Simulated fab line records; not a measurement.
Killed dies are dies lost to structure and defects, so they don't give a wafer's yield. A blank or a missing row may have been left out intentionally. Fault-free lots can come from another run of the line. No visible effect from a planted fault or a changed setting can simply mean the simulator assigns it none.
fab line records ; flow nand_harc ; part 1 of 2: steps 1 to 29 of 37
record lots=5; wafers=15; last_day=33
route steps=1302 shown P_M2@338 P_BONDPAD@351
lots untouched by any fault: they come from a run of this same line in which no faults occurred
start_h: start of the lot's first displayed wafer, in hours after the record's first day ; wait_h: time in hours since the lot's previous step ; " repeats the value in the row above ; L1.1+2: a row that stands for several wafers ; - no value present, or no start provided ; * or withheld: withheld ; < > ~ a bound
route shown NAME@n: names a module that has steps shown in the file, with the first one's number in the route ; usual: the fault-free wafers' mean and standard deviation ; same: alike in all rows ; chamber/n: place in a boat ; sites: each site's reading ; _std_site: the standard deviation of these ; _edge_site: the outer-site mean with the inner-site mean subtracted ; radius_mm: how far each site lies from the wafer's centre ; mask NAME#n: copy n ; behind: tool/chamber where the wafer was last shaped ; hold: why the lot went on hold/how many hours it stayed there/how the hold came to an end ; device: whichever transistor did not switch (one of n, p or np) ; end of line: the tests these same wafers got at the end of their route ; step lacking rows: just its recipe ; killed: the dies lost at the first sort to structure and to defects; this is not the yield of the wafer ; map: the dies of a wafer, with x for killed, . for not killed, _ for no die there
set.NAME: the setting as run; set.NAME@STEP: as run at that earlier step ; model.NAME: the simulator's own value behind a step, which no gauge read
lots at selected steps of the route; one table per step, one row per wafer
services: from which hour (start_h, from the record's first day; less than 0 if before it) a tool's chamber was out of use, for how many hours, and why
## steps
# step NHARC_P_M2_DEGAS_29
# recipe temp_c=250; time_s=60
# usual heater_power_w=314/19
lot.wafer;tool;chamber;start_h;wait_h;heater_power_w
L079.2;pvd_sputter-02;-;183.73;-;312
L079.1;pvd_sputter-02;-;183.73;-;300
L079.6;pvd_sputter-02;-;183.73;-;322
L082.2;pvd_sputter-03;-;212.52;-;304
L082.4;pvd_sputter-03;-;212.52;-;325
L082.6;pvd_sputter-03;-;212.52;-;300
L084.2;pvd_sputter-02;-;239.62;-;307
L084.4;pvd_sputter-02;-;239.62;-;317
L084.3;pvd_sputter-02;-;239.62;-;289
L090.1;pvd_sputter-02;-;292.62;-;327
L090.6;pvd_sputter-02;-;292.62;-;304
L090.5;pvd_sputter-02;-;292.62;-;300
L095.4;pvd_sputter-01;-;342.97;-;313
L095.2;pvd_sputter-01;-;342.97;-;329
L095.1;pvd_sputter-01;-;342.97;-;334
# step NHARC_P_M2_PRE_CLEAN_30
# recipe time_s=30; temp_c=280; gas=H2/He
# usual heater_power_w=387/23
lot.wafer;tool;chamber;start_h;wait_h;heater_power_w
L079.1;pvd_sputter-02;-;-;-;384
L079.2;pvd_sputter-02;-;-;-;383
L079.6;pvd_sputter-02;-;-;-;377
L082.2;pvd_sputter-03;-;-;-;416
L082.4;pvd_sputter-03;-;-;-;370
L082.6;pvd_sputter-03;-;-;-;398
L084.3;pvd_sputter-02;-;-;-;377
L084.2;pvd_sputter-02;-;-;-;385
L084.4;pvd_sputter-02;-;-;-;368
L090.1;pvd_sputter-02;-;-;-;388
L090.6;pvd_sputter-02;-;-;-;396
L090.5;pvd_sputter-02;-;-;-;379
L095.4;pvd_sputter-01;-;-;-;416
L095.1;pvd_sputter-01;-;-;-;400
L095.2;pvd_sputter-01;-;-;-;395
# step NHARC_P_M2_PVD_20
# recipe target_thk_a=50; bias_v=168.6; power_w=15000; chamber_pressure_pa=0.12; time_s=8.06; substrate_temp_c=50; material=TaN
# usual throttle_valve_pct=29.8/1.1
lot.wafer;tool;chamber;start_h;wait_h;throttle_valve_pct
L079.2;pvd_sputter-02;-;-;-;29.6
L079.1;pvd_sputter-02;-;-;-;28.9
L079.6;pvd_sputter-02;-;-;-;29.0
L082.2;pvd_sputter-03;-;-;-;30.5
L082.4;pvd_sputter-03;-;-;-;30.3
L082.6;pvd_sputter-03;-;-;-;28.9
L084.3;pvd_sputter-02;-;-;-;29.4
L084.2;pvd_sputter-02;-;-;-;30.5
L084.4;pvd_sputter-02;-;-;-;28.9
L090.1;pvd_sputter-02;-;-;-;29.0
L090.6;pvd_sputter-02;-;-;-;30.0
L090.5;pvd_sputter-02;-;-;-;30.9
L095.1;pvd_sputter-01;-;-;-;30.1
L095.2;pvd_sputter-01;-;-;-;32.2
L095.4;pvd_sputter-01;-;-;-;29.0
# step NHARC_P_M2_PVD_21
# recipe target_thk_a=300; chamber_pressure_pa=5; power_w=5000; substrate_temp_c=30; time_s=20.49; material=Cu
# usual throttle_valve_pct=29.8/1.1
lot.wafer;tool;chamber;start_h;wait_h;throttle_valve_pct
L079.2;pvd_sputter-02;-;-;-;30.3
L079.1;pvd_sputter-02;-;-;-;28.9
L079.6;pvd_sputter-02;-;-;-;29.5
L082.2;pvd_sputter-03;-;-;-;30.8
L082.4;pvd_sputter-03;-;-;-;29.3
L082.6;pvd_sputter-03;-;-;-;30.7
L084.4;pvd_sputter-02;-;-;-;30.5
L084.3;pvd_sputter-02;-;-;-;28.7
L084.2;pvd_sputter-02;-;-;-;29.5
L090.1;pvd_sputter-02;-;-;-;29.0
L090.5;pvd_sputter-02;-;-;-;29.8
L090.6;pvd_sputter-02;-;-;-;30.9
L095.1;pvd_sputter-01;-;-;-;30.4
L095.2;pvd_sputter-01;-;-;-;29.0
L095.4;pvd_sputter-01;-;-;-;28.8
# step NHARC_P_M2_ECD_22
# recipe target_thk_a=4000; bath_temp_c=25; material=Cu
lot.wafer;tool;chamber;start_h;wait_h
L079.2+1+6;ecd_cu-01;1,0,1;184.09;-
L082.2+4+6;ecd_cu-01;0;212.93;-
L084.2+4+3;ecd_cu-01;1,1,0;241.70;-
L090.1+5+6;ecd_cu-02;1,1,0;292.97;-
L095.1+2+4;ecd_cu-02;0,1,0;343.33;-
# step NHARC_P_M2_ANNEAL_31
# recipe temp_c=225; time_s=90
# usual wafer_temp_C_max=226.05/0.24
lot.wafer;tool;chamber;start_h;wait_h;wafer_temp_C_max
L079.1;rtp_anneal-02;0;184.47;-;225.87
L079.2;rtp_anneal-02;0;184.47;-;225.85
L079.6;rtp_anneal-02;0;184.47;-;226.09
L082.2;rtp_anneal-01;0;213.31;0.3;225.87
L082.4;rtp_anneal-01;0;213.31;0.3;225.88
L082.6;rtp_anneal-01;0;213.31;0.3;226.14
L084.2;rtp_anneal-01;0;242.31;-;226.75
L084.3;rtp_anneal-01;0;242.31;-;226.44
L084.4;rtp_anneal-01;0;242.31;-;226.25
L090.1;rtp_anneal-01;0;293.34;-;225.55
L090.5;rtp_anneal-01;0;293.34;-;225.73
L090.6;rtp_anneal-01;0;293.34;-;226.17
L095.1;rtp_anneal-02;0;343.71;0.3;226.49
L095.2;rtp_anneal-02;0;343.71;0.3;225.98
L095.4;rtp_anneal-02;0;343.71;0.3;226.19
# step NHARC_P_M2_CMP_23
# recipe t_overpolish_s=20; target_thk_nm=144.3
# usual motor_current_A=12.7/1.1; time_to_endpoint_s=29/3.7
lot.wafer;tool;chamber;start_h;wait_h;motor_current_A;time_to_endpoint_s
L079.1;cmp-02;1;184.81;-;13.2;27
L079.2;cmp-02;0;184.81;-;14.2;23
L079.6;cmp-02;1;184.81;-;12.4;27
L082.2;cmp-04;1;213.63;-;13.1;29
L082.4;cmp-04;3;213.63;-;12.0;28
L082.6;cmp-04;1;213.63;-;12.9;28
L084.3;cmp-04;3;242.61;-;11.6;26
L084.4;cmp-04;0;242.61;-;12.1;29
L084.2;cmp-04;2;242.61;-;14.4;29
L090.1;cmp-02;2;293.74;-;14.0;33
L090.5;cmp-02;0;293.74;-;13.6;26
L090.6;cmp-02;1;293.74;-;12.4;33
L095.2;cmp-04;3;344.05;-;12.2;28
L095.4;cmp-04;1;344.05;-;13.0;31
L095.1;cmp-04;2;344.05;-;13.9;32
# step NHARC_P_M2_THK_MEAS_24
# recipe thk_meas_gauge=xrf
# usual thk_nm=144.8/1.9
lot.wafer;tool;chamber;start_h;wait_h;thk_nm
L079.1;film_metro-01;-;185.13;-;146.5
L079.2;film_metro-01;-;185.13;-;143.3
L079.6;film_metro-01;-;185.13;-;145.3
L082.2;film_metro-01;-;213.91;-;145.4
L082.4;film_metro-01;-;213.91;-;142.0
L082.6;film_metro-01;-;213.91;-;143.0
L084.2;film_metro-01;-;242.92;-;146.2
L084.3;film_metro-01;-;242.92;-;143.9
L084.4;film_metro-01;-;242.92;-;146.2
L090.1;film_metro-02;-;294.00;-;144.1
L090.5;film_metro-02;-;294.00;-;141.2
L090.6;film_metro-02;-;294.00;-;144.1
L095.1;film_metro-02;-;344.37;-;144.1
L095.2;film_metro-02;-;344.37;-;142.4
L095.4;film_metro-02;-;344.37;-;144.5
# step NHARC_P_M2_SRD_25
lot.wafer;tool;chamber;start_h;wait_h
L079.1+2+6;wet_bench-10;1,4,5;185.17;0.0
L082.2+4+6;wet_bench-10;6,7,0;213.96;0.0
L084.2+4+3;wet_bench-10;7,1,4;242.96;0.0
L090.5+6+1;wet_bench-08;7,2,3;294.05;0.0
L095.1+2+4;wet_bench-10;2,6,7;344.41;0.0
# step NHARC_P_M2_INSPECT_27
# usual raw_defect_count=335/130
lot.wafer;tool;chamber;start_h;wait_h;raw_defect_count
L079.1;defect_inspect-01;-;185.29;0.0;178
L079.2;defect_inspect-01;-;185.29;0.0;489
L079.6;defect_inspect-01;-;185.29;0.0;299
L082.2;defect_inspect-02;-;214.07;0.0;323
L082.4;defect_inspect-02;-;214.07;0.0;337
L082.6;defect_inspect-02;-;214.07;0.0;332
L084.2;defect_inspect-02;-;243.09;0.0;389
L084.3;defect_inspect-02;-;243.09;0.0;430
L084.4;defect_inspect-02;-;243.09;0.0;403
L090.1;defect_inspect-02;-;294.16;0.0;657
L090.5;defect_inspect-02;-;294.16;0.0;428
L090.6;defect_inspect-02;-;294.16;0.0;444
L095.1;defect_inspect-01;-;344.53;0.0;255
L095.2;defect_inspect-01;-;344.53;0.0;205
L095.4;defect_inspect-01;-;344.53;0.0;418
# step NHARC_P_M2_PRE_CLEAN_32
# recipe time_s=12; temp_c=370; rf_power_w=300; gas=NH3
# usual heater_power_w=641/49
lot.wafer;tool;chamber;start_h;wait_h;heater_power_w
L079.1;pecvd-02;2;185.35;0.1;713
L079.2;pecvd-02;1;185.35;0.1;599
L079.6;pecvd-02;2;185.35;0.1;701
L082.2;pecvd-01;0;214.14;0.1;578
L082.6;pecvd-01;0;214.14;0.1;583
L082.4;pecvd-01;1;214.14;0.1;732
L084.2;pecvd-01;2;243.23;0.1;604
L084.3;pecvd-01;0;243.23;0.1;564
L084.4;pecvd-01;0;243.23;0.1;585
L090.1;pecvd-01;0;294.25;0.1;543
L090.5;pecvd-01;1;294.25;0.1;711
L090.6;pecvd-01;0;294.25;0.1;539
L095.2;pecvd-03;0;344.61;0.1;652
L095.1;pecvd-03;1;344.61;0.1;659
L095.4;pecvd-03;0;344.61;0.1;671
# step NHARC_P_M2_DEP_33
# recipe target_thk_a=300; temp_c=370; target_thk_nm=30; pressure_torr=3; flow_sccm=200; rf_w=450; material=SiCN
# usual heater_power_w=585/51
lot.wafer;tool;chamber;start_h;wait_h;heater_power_w
L079.1;pecvd-02;2;185.43;0.1;561
L079.2;pecvd-02;1;185.43;0.1;512
L079.6;pecvd-02;2;185.43;0.1;567
L082.2;pecvd-01;0;214.22;0.1;488
L082.6;pecvd-01;0;214.22;0.1;508
L082.4;pecvd-01;1;214.22;0.1;660
L084.2;pecvd-01;2;243.34;0.1;598
L084.3;pecvd-01;0;243.34;0.1;467
L084.4;pecvd-01;0;243.34;0.1;475
L090.1;pecvd-01;0;294.39;0.1;455
L090.5;pecvd-01;1;294.39;0.1;633
L090.6;pecvd-01;0;294.39;0.1;445
L095.2;pecvd-03;0;344.72;0.1;597
L095.1;pecvd-03;1;344.72;0.1;579
L095.4;pecvd-03;0;344.72;0.1;598
# step NHARC_P_BONDPAD_DEP_00
# recipe target_thk_a=2500; temp_c=370; target_thk_nm=250; pressure_torr=3; flow_sccm=200; rf_w=450; material=SiCN
# usual heater_power_w=579/56
lot.wafer;tool;chamber;start_h;wait_h;heater_power_w
L079.2;pecvd-01;2;186.10;-;658
L079.1;pecvd-01;0;186.10;-;452
L079.6;pecvd-01;0;186.10;-;466
L082.2;pecvd-02;1;214.69;-;544
L082.4;pecvd-02;0;214.69;-;593
L082.6;pecvd-02;1;214.69;-;564
L084.2;pecvd-02;1;243.73;-;535
L084.3;pecvd-02;2;243.73;-;623
L084.4;pecvd-02;2;243.73;-;640
L090.1;pecvd-03;2;294.81;-;613
L090.5;pecvd-03;0;294.81;-;590
L090.6;pecvd-03;2;294.81;-;481
L095.2;pecvd-01;1;345.09;-;587
L095.1;pecvd-01;2;345.09;-;667
L095.4;pecvd-01;2;345.09;-;675
# step NHARC_P_BONDPAD_CMP_32
# recipe target_thk_nm=200; material=SiCN
# usual motor_current_A=12.2/1
lot.wafer;tool;chamber;start_h;wait_h;motor_current_A
L079.2;cmp-01;0;186.56;-;11.4
L079.1;cmp-01;1;186.56;-;12.7
L079.6;cmp-01;3;186.56;-;11.8
L082.2;cmp-01;1;215.19;0.4;12.5
L082.4;cmp-01;3;215.19;0.4;11.0
L082.6;cmp-01;0;215.19;0.4;10.9
L084.4;cmp-04;2;244.10;-;14.1
L084.2;cmp-04;3;244.10;-;11.1
L084.3;cmp-04;1;244.10;-;13.3
L090.1;cmp-03;2;295.18;-;12.1
L090.6;cmp-03;0;295.18;-;11.2
L090.5;cmp-03;1;295.18;-;11.4
L095.4;cmp-01;3;345.50;-;12.2
L095.1;cmp-01;0;345.50;-;11.3
L095.2;cmp-01;1;345.50;-;12.5
# step NHARC_P_BONDPAD_THK_MEAS_33
# recipe thk_meas_gauge=ellipsometry
# usual thk_nm=199.6/1.6
lot.wafer;tool;chamber;start_h;wait_h;thk_nm
L079.1;film_metro-01;-;186.76;0.1;197.9
L079.2;film_metro-01;-;186.76;0.1;200.1
L079.6;film_metro-01;-;186.76;0.1;203.5
L082.2;film_metro-01;-;215.42;0.2;197.8
L082.4;film_metro-01;-;215.42;0.2;204.2
L082.6;film_metro-01;-;215.42;0.2;197.7
L084.2;film_metro-01;-;244.35;0.2;198.2
L084.3;film_metro-01;-;244.35;0.2;199.8
L084.4;film_metro-01;-;244.35;0.2;201.3
L090.1;film_metro-02;-;295.37;0.2;202.7
L090.5;film_metro-02;-;295.37;0.2;199.7
L090.6;film_metro-02;-;295.37;0.2;203.6
L095.1;film_metro-02;-;345.75;0.2;199.7
L095.2;film_metro-02;-;345.75;0.2;197.5
L095.4;film_metro-02;-;345.75;0.2;199.7
# step NHARC_P_BONDPAD_SRD_34
lot.wafer;tool;chamber;start_h;wait_h
L079.2+1+6;wet_bench-08;3,5,7;186.80;0.0
L082.2+4+6;wet_bench-08;3,5,7;215.46;0.0
L084.3+2+4;wet_bench-08;3,4,6;244.39;0.0
L090.1+5+6;wet_bench-10;0,1,2;295.42;0.0
L095.2+4+1;wet_bench-08;0,1,3;345.80;0.0
# step NHARC_P_BONDPAD_DEHYDRATE_01
# recipe temp_c=150; time_s=120
# usual heater_power_total_W=182.6/1.3
lot.wafer;tool;chamber;start_h;wait_h;heater_power_total_W
L079.1;litho_track-07;0;186.88;0.1;184.0
L079.2;litho_track-07;0;186.88;0.1;181.6
L079.6;litho_track-07;0;186.88;0.1;183.5
L082.2;litho_track-07;0;215.54;0.1;184.3
L082.4;litho_track-07;0;215.54;0.1;184.1
L082.6;litho_track-07;0;215.54;0.1;184.1
L084.2;litho_track-07;0;244.47;0.1;183.1
L084.3;litho_track-07;0;244.47;0.1;184.2
L084.4;litho_track-07;0;244.47;0.1;182.0
L090.1;litho_track-03;0;295.50;0.1;182.2
L090.5;litho_track-03;0;295.50;0.1;181.9
L090.6;litho_track-03;0;295.50;0.1;180.8
L095.1;litho_track-07;0;345.87;0.1;180.8
L095.2;litho_track-07;0;345.87;0.1;180.7
L095.4;litho_track-07;0;345.87;0.1;182.4
# step NHARC_P_BONDPAD_HMDS_02
# recipe time_s=30
lot.wafer;tool;chamber;start_h;wait_h
L079.1+2+6;litho_track-07;0;-;-
L082.2+4+6;litho_track-07;0;-;-
L084.2+3+4;litho_track-07;0;-;-
L090.1+5+6;litho_track-03;0;-;-
L095.1+2+4;litho_track-07;0;-;-
# step NHARC_P_BONDPAD_COAT_36
# recipe temp_c=200; time_s=65
# usual heater_power_total_W=386.2/1.3
lot.wafer;tool;chamber;start_h;wait_h;heater_power_total_W
L079.1;litho_track-07;0;-;-;387.5
L079.2;litho_track-07;0;-;-;385.2
L079.6;litho_track-07;0;-;-;386.8
L082.2;litho_track-07;0;-;-;385.9
L082.4;litho_track-07;0;-;-;384.6
L082.6;litho_track-07;0;-;-;388.0
L084.2;litho_track-07;0;-;-;384.4
L084.3;litho_track-07;0;-;-;385.0
L084.4;litho_track-07;0;-;-;384.8
L090.1;litho_track-03;0;-;-;386.5
L090.5;litho_track-03;0;-;-;386.6
L090.6;litho_track-03;0;-;-;386.9
L095.1;litho_track-07;0;-;-;388.0
L095.2;litho_track-07;0;-;-;387.4
L095.4;litho_track-07;0;-;-;384.8
# step NHARC_P_BONDPAD_COAT_03
# recipe spin_rpm=2000; resist_thk_nm=600
lot.wafer;tool;chamber;start_h;wait_h
L079.1+2+6;litho_track-07;0;-;-
L082.2+4+6;litho_track-07;0;-;-
L084.2+3+4;litho_track-07;0;-;-
L090.1+5+6;litho_track-03;0;-;-
L095.1+2+4;litho_track-07;0;-;-
# step NHARC_P_BONDPAD_SOFTBAKE_04
# recipe temp_c=125; time_s=70
# usual heater_power_total_W=200.9/1.3
lot.wafer;tool;chamber;start_h;wait_h;heater_power_total_W
L079.1;litho_track-07;0;-;-;202.6
L079.2;litho_track-07;0;-;-;199.5
L079.6;litho_track-07;0;-;-;198.8
L082.2;litho_track-07;0;-;-;200.7
L082.4;litho_track-07;0;-;-;199.4
L082.6;litho_track-07;0;-;-;200.7
L084.2;litho_track-07;0;-;-;201.4
L084.3;litho_track-07;0;-;-;201.1
L084.4;litho_track-07;0;-;-;201.4
L090.1;litho_track-03;0;-;-;199.7
L090.5;litho_track-03;0;-;-;202.7
L090.6;litho_track-03;0;-;-;200.1
L095.1;litho_track-07;0;-;-;202.7
L095.2;litho_track-07;0;-;-;201.7
L095.4;litho_track-07;0;-;-;202.3
# step NHARC_P_BONDPAD_EBR_05
lot.wafer;tool;chamber;start_h;wait_h
L079.1+2+6;litho_track-07;0;-;-
L082.2+4+6;litho_track-07;0;-;-
L084.2+3+4;litho_track-07;0;-;-
L090.1+5+6;litho_track-03;0;-;-
L095.1+2+4;litho_track-07;0;-;-
# step NHARC_P_BONDPAD_EXPOSE_06
# recipe na=0.55; dose_mj=37.06; mask_id=P_BPAD
lot.wafer;tool;chamber;start_h;wait_h;mask
L079.1+2+6;krf_scanner-02;0;187.17;-;P_BPAD#0
L082.2+4+6;krf_scanner-01;0;215.83;-;P_BPAD#0
L084.2+3+4;krf_scanner-01;0;244.77;-;P_BPAD#0
L090.1+5+6;krf_scanner-04;0;295.79;-;P_BPAD#0
L095.1+2+4;krf_scanner-01;0;346.16;-;P_BPAD#0
# step NHARC_P_BONDPAD_PEB_07
# recipe peb_temp_c=128; peb_time_s=80
# usual heater_power_total_W=189.8/0.79
lot.wafer;tool;chamber;start_h;wait_h;heater_power_total_W
L079.1;litho_track-03;0;187.24;0.1;189.7
L079.2;litho_track-03;0;187.24;0.1;190.8
L079.6;litho_track-03;0;187.24;0.1;190.5
L082.2;litho_track-03;0;215.90;0.1;189.1
L082.4;litho_track-03;0;215.90;0.1;190.9
L082.6;litho_track-03;0;215.90;0.1;189.6
L084.2;litho_track-03;0;244.83;0.1;189.6
L084.3;litho_track-03;0;244.83;0.1;190.8
L084.4;litho_track-03;0;244.83;0.1;189.3
L090.1;litho_track-02;0;295.85;0.1;190.7
L090.5;litho_track-02;0;295.85;0.1;189.9
L090.6;litho_track-02;0;295.85;0.1;189.1
L095.1;litho_track-03;0;346.23;0.1;190.9
L095.2;litho_track-03;0;346.23;0.1;189.0
L095.4;litho_track-03;0;346.23;0.1;190.9
# step NHARC_P_BONDPAD_DEVELOP_08
# recipe time_s=50; dev_temp_c=22
lot.wafer;tool;chamber;start_h;wait_h
L079.1+2+6;litho_track-03;0;-;-
L082.2+4+6;litho_track-03;0;-;-
L084.2+3+4;litho_track-03;0;-;-
L090.1+5+6;litho_track-02;0;-;-
L095.1+2+4;litho_track-03;0;-;-
# step NHARC_P_BONDPAD_CD_MEAS_09
# recipe target_cd_nm=500; landing_energy_ev=500
# usual cd_nm=500.2/2.5
lot.wafer;tool;chamber;start_h;wait_h;cd_nm
L079.1;cd_sem-01;0;187.32;-;504.3
L079.2;cd_sem-01;0;187.32;-;503.3
L079.6;cd_sem-01;0;187.32;-;501.9
L082.2;cd_sem-03;0;215.98;-;499.1
L082.4;cd_sem-03;0;215.98;-;501.6
L082.6;cd_sem-03;0;215.98;-;501.3
L084.2;cd_sem-03;0;244.92;-;498.9
L084.3;cd_sem-03;0;244.92;-;503.8
L084.4;cd_sem-03;0;244.92;-;499.1
L090.1;cd_sem-03;0;295.94;-;501.1
L090.5;cd_sem-03;0;295.94;-;504.0
L090.6;cd_sem-03;0;295.94;-;497.5
L095.1;cd_sem-03;0;346.31;-;504.4
L095.2;cd_sem-03;0;346.31;-;498.0
L095.4;cd_sem-03;0;346.31;-;501.9
# step NHARC_P_BONDPAD_OVL_MEAS_38
# usual overlay_x_nm=-1/6.9; overlay_y_nm=-2/5.3
lot.wafer;tool;chamber;start_h;wait_h;overlay_x_nm;overlay_y_nm
L079.1;overlay-01;-;187.41;-;-1;-7
L079.2;overlay-01;-;187.41;-;-1;-8
L079.6;overlay-01;-;187.41;-;-1;-8
L082.2;overlay-02;-;216.07;-;1;3
L082.4;overlay-02;-;216.07;-;1;3
L082.6;overlay-02;-;216.07;-;1;3
L084.2;overlay-02;-;245.00;-;-1;-4
L084.3;overlay-02;-;245.00;-;0;-3
L084.4;overlay-02;-;245.00;-;-1;-4
L090.1;overlay-02;-;296.03;-;7;-4
L090.5;overlay-02;-;296.03;-;7;-4
L090.6;overlay-02;-;296.03;-;8;-4
L095.1;overlay-02;-;346.40;-;1;12
L095.2;overlay-02;-;346.40;-;1;12
L095.4;overlay-02;-;346.40;-;1;13
# step NHARC_P_BONDPAD_HARDBAKE_10
# recipe temp_c=118; time_s=65
# usual heater_power_total_W=195.8/0.36
lot.wafer;tool;chamber;start_h;wait_h;heater_power_total_W
L079.1;litho_track-02;0;187.46;0.0;195.6
L079.2;litho_track-02;0;187.46;0.0;196.1
L079.6;litho_track-02;0;187.46;0.0;196.2
L082.2;litho_track-02;0;216.12;0.0;195.5
L082.4;litho_track-02;0;216.12;0.0;195.9
L082.6;litho_track-02;0;216.12;0.0;195.2
L084.2;litho_track-07;0;245.05;0.0;196.0
L084.3;litho_track-07;0;245.05;0.0;195.9
L084.4;litho_track-07;0;245.05;0.0;196.0
L090.1;litho_track-03;0;296.07;0.0;195.7
L090.5;litho_track-03;0;296.07;0.0;195.1
L090.6;litho_track-03;0;296.07;0.0;195.9
L095.1;litho_track-07;0;346.45;0.0;195.6
L095.2;litho_track-07;0;346.45;0.0;195.1
L095.4;litho_track-07;0;346.45;0.0;196.0
# step NHARC_P_BONDPAD_DESCUM_11
# recipe time_s=3; o2_flow_sccm=200; ar_flow_sccm=0; bias_power_w=0; chemistry=O2
# usual drypump_motor_current_A=5.7/0.32; oes_product_au=1.000/0.012; rf_vpp_V=57.9/0.84; showerhead_plenum_p_Torr=1.94/0.064; throttle_valve_pct=11.311/0.0085
lot.wafer;tool;chamber;start_h;wait_h;drypump_motor_current_A;oes_product_au;rf_hours_counter_h;rf_vpp_V;showerhead_plenum_p_Torr;throttle_valve_pct
L079.1;rie_diel-07;0;187.54;-;5.5;0.998;1.8;57.8;1.92;11.313
L079.2;rie_diel-07;1;187.54;-;6.1;0.993;2.0;60.2;2.03;11.312
L079.6;rie_diel-07;0;187.54;-;5.5;0.990;-;59.3;1.92;11.305
L082.2;rie_diel-12;2;216.20;-;5.2;1.014;6.4;58.2;1.92;11.321
L082.6;rie_diel-12;0;216.20;-;5.7;1.008;-;57.1;1.85;11.313
L082.4;rie_diel-12;2;216.20;-;5.1;1.016;-;55.8;1.92;11.320
L084.2;rie_diel-12;3;245.13;-;6.0;1.004;7.9;56.5;1.97;11.312
L084.3;rie_diel-12;1;245.13;-;5.2;0.992;6.2;56.9;1.82;11.301
L084.4;rie_diel-12;2;245.13;-;5.2;1.021;7.4;57.7;1.92;11.296
L090.1;rie_diel-12;2;296.17;-;5.2;1.020;1.2;58.3;1.92;11.314
L090.5;rie_diel-12;0;296.17;-;5.7;0.987;-;56.8;1.85;11.299
L090.6;rie_diel-12;1;296.17;-;5.2;0.985;-;57.0;1.82;11.304
L095.2;rie_diel-12;1;346.52;-;5.2;0.972;2.5;56.2;1.82;11.315
L095.1;rie_diel-12;2;346.52;-;5.1;1.001;3.1;57.2;1.92;11.316
L095.4;rie_diel-12;3;346.52;-;6.1;0.980;3.4;57.5;1.97;11.311
